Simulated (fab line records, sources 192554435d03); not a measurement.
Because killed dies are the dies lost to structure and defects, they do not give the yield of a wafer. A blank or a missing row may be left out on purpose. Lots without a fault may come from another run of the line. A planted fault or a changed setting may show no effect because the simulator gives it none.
Which tool was responsible? | flow n5-finfet | 30 wafers from 10 lots sampled at 3 of the route's 1938 steps

## WHAT THE GAUGES READ, wafer by wafer
N5_BEOL_M4_RC_MEAS_101. Usual: DIBL_N 36.0 mV/V, standard deviation 1.9; DIBL_P 35.6 mV/V, standard deviation 2.2; IOFF_N 0.15 nA/um, standard deviation 0.031; IOFF_P 0.19 nA/um, standard deviation 0.032; ION_N 668 uA/um, standard deviation 11; ION_P 455 uA/um, standard deviation 7.2; SS_N 71.5 mV/dec, standard deviation 0.65; SS_P 73.4 mV/dec, standard deviation 0.64; VT_N 251 mV, standard deviation 3.6; VT_P -253 mV, standard deviation 3.3.
lot  | measured     | on        | DIBL_N (mV/V)  | DIBL_P (mV/V)  | IOFF_N (nA/um) | IOFF_P (nA/um) | ION_N (uA/um) | ION_P (uA/um) | SS_N (mV/dec)  | SS_P (mV/dec)  | VT_N (mV)   | VT_P (mV)      | flag
L122 | day 8 22:11  | prober-01 | 36.4 35.7 37.5 | 35.6 34.2 36.3 | 0.15 0.14 0.17 | 0.21 0.19 0.22 | 671 664 675   | 461 460 457   | 70.7 70.1 71.0 | 73.6 73.3 73.7 | 249 251 250 | -249 -251 -250 |
L125 | day 10 10:39 | prober-02 | 38.1 36.1 35.0 | 37.8 36.1 33.9 | 0.20 0.16 0.15 | 0.23 0.20 0.17 | 685 676 665   | 463 459 453   | 71.4 71.4 71.7 | 73.6 73.3 72.9 | 241 251 251 | -249 -253 -254 |
L126 | day 9 23:53  | prober-01 | 34.7 40.0 37.7 | 34.5 38.0 36.0 | 0.14 0.23 0.18 | 0.19 0.25 0.22 | 665 681 669   | 458 457 465   | 70.7 72.7 71.5 | 72.5 74.4 74.2 | 252 249 249 | -251 -250 -251 |
L127 | day 11 01:40 | prober-02 | 33.2 38.8 34.7 | 32.0 39.7 34.8 | 0.11 0.21 0.13 | 0.14 0.25 0.18 | 649 672 658   | 441 453 454   | 72.3 73.0 71.3 | 71.9 73.9 73.4 | 260 246 255 | -256 -249 -252 |
L130 | day 11 08:01 | prober-02 | 34.0 34.2 32.9 | 33.2 32.6 32.8 | 0.12 0.12 0.11 | 0.19 0.17 0.17 | 650 660 665   | 452 453 458   | 71.2 71.1 71.4 | 72.7 72.7 72.7 | 255 257 254 | -251 -255 -254 |
L131 | day 12 13:13 | prober-02 | 33.7 35.4 32.5 | 33.8 35.8 33.3 | 0.13 0.15 0.12 | 0.17 0.20 0.17 | 657 668 651   | 458 461 450   | 71.4 71.9 71.5 | 72.4 73.1 72.8 | 254 248 256 | -252 -252 -252 |
L133 | day 13 04:21 | prober-02 | 33.7 33.0 34.4 | 31.6 31.3 33.1 | 0.12 0.12 0.13 | 0.15 0.15 0.17 | 657 653 658   | 449 451 456   | 70.3 70.8 70.9 | 73.2 72.9 73.0 | 254 254 253 | -255 -258 -253 |
L134 | day 13 07:22 | prober-01 | 38.7 37.5 37.1 | 37.3 35.6 35.4 | 0.17 0.15 0.15 | 0.22 0.19 0.18 | 674 672 659   | 461 454 446   | 71.9 72.2 71.0 | 74.7 73.6 73.3 | 250 251 256 | -250 -251 -255 |
L138 | day 13 20:47 | prober-01 | 34.9 35.5 33.6 | 35.3 36.0 34.6 | 0.14 0.15 0.13 | 0.18 0.20 0.18 | 667 662 667   | 454 450 461   | 71.1 71.2 71.0 | 73.0 73.4 73.0 | 251 249 251 | -253 -248 -252 |
L139 | day 14 10:49 | prober-01 | 38.0 36.8 38.8 | 36.6 34.7 37.1 | 0.17 0.14 0.18 | 0.21 0.18 0.21 | 677 666 683   | 463 459 461   | 70.9 71.3 72.0 | 74.0 73.7 73.4 | 249 248 248 | -251 -253 -250 |

N5_BEOL_M15_OVL_MEAS_11. Usual: for V14_OVL the level is 2 nm and the standard deviation is 5.7.
lot  | measured     | on         | V14_OVL (nm) | flag
L122 | day 12 11:08 | overlay-01 | 12 8 5       |
L125 | day 13 14:28 | overlay-01 | -2 5 -5      |
L126 | day 13 08:49 | overlay-02 | -3 7 8       |
L127 | day 14 06:05 | overlay-02 | 8 1 6        |
L130 | day 15 02:17 | overlay-01 | 9 7 10       |
L131 | day 15 23:58 | overlay-01 | 9 7 4        |
L133 | day 16 17:19 | overlay-02 | -8 -5 -6     |
L134 | day 17 01:10 | overlay-01 | 4 10 7       |
L138 | day 17 13:04 | overlay-01 | 13 4 5       |
L139 | day 17 23:04 | overlay-02 | -1 3 9       |

## EACH LOT AND THE TOOL THAT RAN IT (in order: tool; ch and the chambers of the sampled wafers; start)
lot  | N5_FIN_SAQP_ETCH_67
L122 | rie-diel-06 ch 0,3, day 2 01:14
L125 | rie-diel-04 ch 1,2, day 2 19:16
L126 | rie-diel-01 ch 1,3, day 3 01:14
L127 | rie-diel-04 ch 0,1,2, day 3 07:52
L130 | rie-diel-01 ch 0,1,2, day 4 00:50
L131 | rie-diel-06 ch 0,1,2, day 4 08:05
L133 | rie-diel-04 ch 2,3, day 4 21:17
L134 | rie-diel-04 ch 0,1,2, day 5 01:05
L138 | rie-diel-04 ch 1,2,3, day 6 01:35
L139 | rie-diel-04 ch 1,2,3, day 6 07:29
- N5_FIN_SAQP_ETCH_67: etches SiNx in CH3F/O2, target depth 30 nm.

## AS READ BY THE TOOLS THEMSELVES (means over the sampled wafers that have a number; for cases with no such wafer, the mark the record gives instead)
N5_FIN_SAQP_ETCH_67. Usual: drypump-motor-current-A 5.6 A, standard deviation 0.37; oes-product-au 0.77 a.u., standard deviation 0.088; rf-vpp-V 298 V, standard deviation 7.3; showerhead-plenum-p-Torr 2.04 Torr, standard deviation 0.059; throttle-valve-pct 16.28 %, standard deviation 0.24.
lot  | tool        | drypump-motor-current-A (A) | oes-product-au (a.u.) | rf-vpp-V (V) | showerhead-plenum-p-Torr (Torr) | throttle-valve-pct (%) | flag
L122 | rie-diel-06 | 5.0                         | 0.74                  | 299          | 1.96                            | 16.20                  |
L125 | rie-diel-04 | 6.1                         | 0.77                  | 297          | 2.07                            | 16.61                  |
L126 | rie-diel-01 | 5.2                         | 0.90                  | 291          | 2.07                            | 16.15                  |
L127 | rie-diel-04 | 6.1                         | 0.74                  | 300          | 2.05                            | 16.46                  |
L130 | rie-diel-01 | 5.7                         | 0.76                  | 295          | 2.03                            | 16.23                  |
L131 | rie-diel-06 | 5.5                         | 0.76                  | 297          | 2.04                            | 16.21                  |
L133 | rie-diel-04 | 5.6                         | 0.71                  | 309          | 2.04                            | 16.40                  |
L134 | rie-diel-04 | 6.1                         | 0.72                  | 300          | 2.05                            | 16.48                  |
L138 | rie-diel-04 | 5.9                         | 0.67                  | 303          | 2.05                            | 16.54                  |
L139 | rie-diel-04 | 5.9                         | 0.67                  | 303          | 2.05                            | 16.54                  |

## THE ANSWER, worked out from the rows above alone
Rule: a lot counts as off when the mean over its wafers that have a number is more than 3 standard deviations away from the usual mean. Also off: a lot with no number at a reading for which 4 or more lots have one. All remaining lots with rows at the step are treated as sound. First the gauges in route order, then the tools' own readings, where a lot's mean is used as printed above. The first step at which some lot is off is used, and at that step the reading that is off furthest; a lot without a number counts as furthest.
No lot is off at any reading shown: from this, nothing can be told.

## WHAT THE SIMULATOR HAD INSERTED
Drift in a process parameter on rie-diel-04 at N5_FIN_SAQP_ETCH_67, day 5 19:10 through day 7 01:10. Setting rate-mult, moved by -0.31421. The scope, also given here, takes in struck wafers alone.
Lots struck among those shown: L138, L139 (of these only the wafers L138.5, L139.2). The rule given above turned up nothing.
